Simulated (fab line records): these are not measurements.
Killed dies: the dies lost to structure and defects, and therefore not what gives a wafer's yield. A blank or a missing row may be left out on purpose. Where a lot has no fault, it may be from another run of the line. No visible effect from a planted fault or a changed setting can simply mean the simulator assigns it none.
Which tool did it?	flow n5 finfet	at 1 step of a route of 1938, 12 lots with 36 wafers sampled

== WHAT THE GAUGES READ, wafer by wafer ==
N5_BEOL_M1_CD_MEAS_35: target cd 18 nm, target cd y 21 nm.
lot	measured	on	cd nm (nm)
L075	day 6 10:08	cd sem-01	18.6 18.6 18.1
L077	day 6 23:34	cd sem-02	17.7 18.4 18.0
L079	day 7 10:34	cd sem-01	17.9 18.9 18.7
L081	day 8 09:59	cd sem-03	17.6 18.6 18.0
L083	day 8 12:37	cd sem-01	18.2 17.7 17.9
L085	day 9 05:42	cd sem-03	17.9 18.7 18.6
L087	day 9 11:27	cd sem-02	17.8 18.6 18.1
L089	day 9 23:09	cd sem-01	18.3 18.2 18.6
L091	day 10 09:38	cd sem-02	17.9 17.9 18.5
L094	day 11 07:20	cd sem-02	17.9 18.6 18.1
L095	day 11 19:42	cd sem-03	18.4 17.9 17.6
L097	day 12 02:56	cd sem-02	18.1 17.8 18.0

== TOOL THAT RAN EACH LOT (tool first, then ch and the chambers of the sampled wafers, then the start) ==
There is no process step in the record ahead of these readings.

== THE ANSWER, worked out from the rows above alone ==
Rule: usual is defined by the lots themselves. The widest of any qualifying gaps counts: lots, ordered by their means at a reading, are off when they make up no more than a third of the lots, leave a main group of 4 or more, and stand apart from it by 3 or more times the standard deviation of that group's means. Not used: any main group whose means are identical at the precision the tables above print for the reading. A lot without any number at a reading at which 4 lots or more have one is off too. Any other lot the step has rows for is counted as sound.
None of the lots is off at any reading shown; this tells nothing.

== WHAT WAS PUT IN BY THE SIMULATOR ==
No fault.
